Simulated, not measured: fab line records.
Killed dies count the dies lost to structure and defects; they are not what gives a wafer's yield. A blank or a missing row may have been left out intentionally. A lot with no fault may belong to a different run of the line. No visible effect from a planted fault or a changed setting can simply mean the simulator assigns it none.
Chamber matching || flow nand-harc || NHARC_A_CHANNEL_FILL_D1_ALD_25 on ald-hk-04 has 4 sister chambers
The step deposits SiOx, target thk 60 nm, pulse time 10 s, ald cycles 600. 4 wafers are shown with their chamber, then 11 later ones without.

## EACH WAFER AND ITS CHAMBER
{"wafer": "L086.1", "chamber": 1, "heater-power-w (W)": 519}
{"wafer": "L086.2", "chamber": 2, "heater-power-w (W)": 458}
{"wafer": "L086.5", "chamber": 3, "heater-power-w (W)": 475}
{"wafer": "L090.3", "chamber": 0, "heater-power-w (W)": 486}

## WAFERS WITH NO CHAMBER GIVEN
{"wafer": "L090.4", "heater-power-w (W)": 481}
{"wafer": "L090.1", "heater-power-w (W)": 449}
{"wafer": "L093.2", "heater-power-w (W)": 455}
{"wafer": "L093.4", "heater-power-w (W)": 538}
{"wafer": "L093.5", "heater-power-w (W)": 492}
{"wafer": "L094.2", "heater-power-w (W)": 546}
{"wafer": "L094.1", "heater-power-w (W)": 454}
{"wafer": "L094.3", "heater-power-w (W)": 481}
{"wafer": "L096.3", "heater-power-w (W)": 480}
{"wafer": "L096.4", "heater-power-w (W)": 458}
{"wafer": "L096.6", "heater-power-w (W)": 489}

## WHICH CHAMBER EACH WENT THROUGH
{"wafer": "L090.4", "from the rows above": "can't be placed: 0 or 3 or 2", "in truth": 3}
{"wafer": "L090.1", "from the rows above": "can't be placed: 2 or 3", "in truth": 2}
{"wafer": "L093.2", "from the rows above": "can't be placed: 2 or 3", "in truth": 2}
{"wafer": "L093.4", "from the rows above": 1, "in truth": 1}
{"wafer": "L093.5", "from the rows above": "can't be placed: 0 or 3 or 1", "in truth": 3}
{"wafer": "L094.2", "from the rows above": 1, "in truth": 1}
{"wafer": "L094.1", "from the rows above": "can't be placed: 2 or 3", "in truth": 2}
{"wafer": "L094.3", "from the rows above": "can't be placed: 0 or 3 or 2", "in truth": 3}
{"wafer": "L096.3", "from the rows above": "can't be placed: 3 or 0 or 2", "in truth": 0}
{"wafer": "L096.4", "from the rows above": "can't be placed: 2 or 3", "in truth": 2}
{"wafer": "L096.6", "from the rows above": "can't be placed: 0 or 3", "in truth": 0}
Correctly placed: 2 of 11. Unplaceable from these rows: 9, with the true chamber sitting among the candidates in 9. Wrongly placed: 0.
How it was worked out, from the rows above alone: a wafer's distance from a chamber is the root of the sum, over the readings, of the square of ((its reading less the chamber's mean) divided by the reading's scatter). The wafer belongs to the nearest chamber; if the next one is less than 2 further off, it can't be placed. Each chamber's mean is taken over the wafers shown for it. The scatter: root of mean squared gap, hidden wafer to nearest shown wafer, with one shown wafer a chamber.
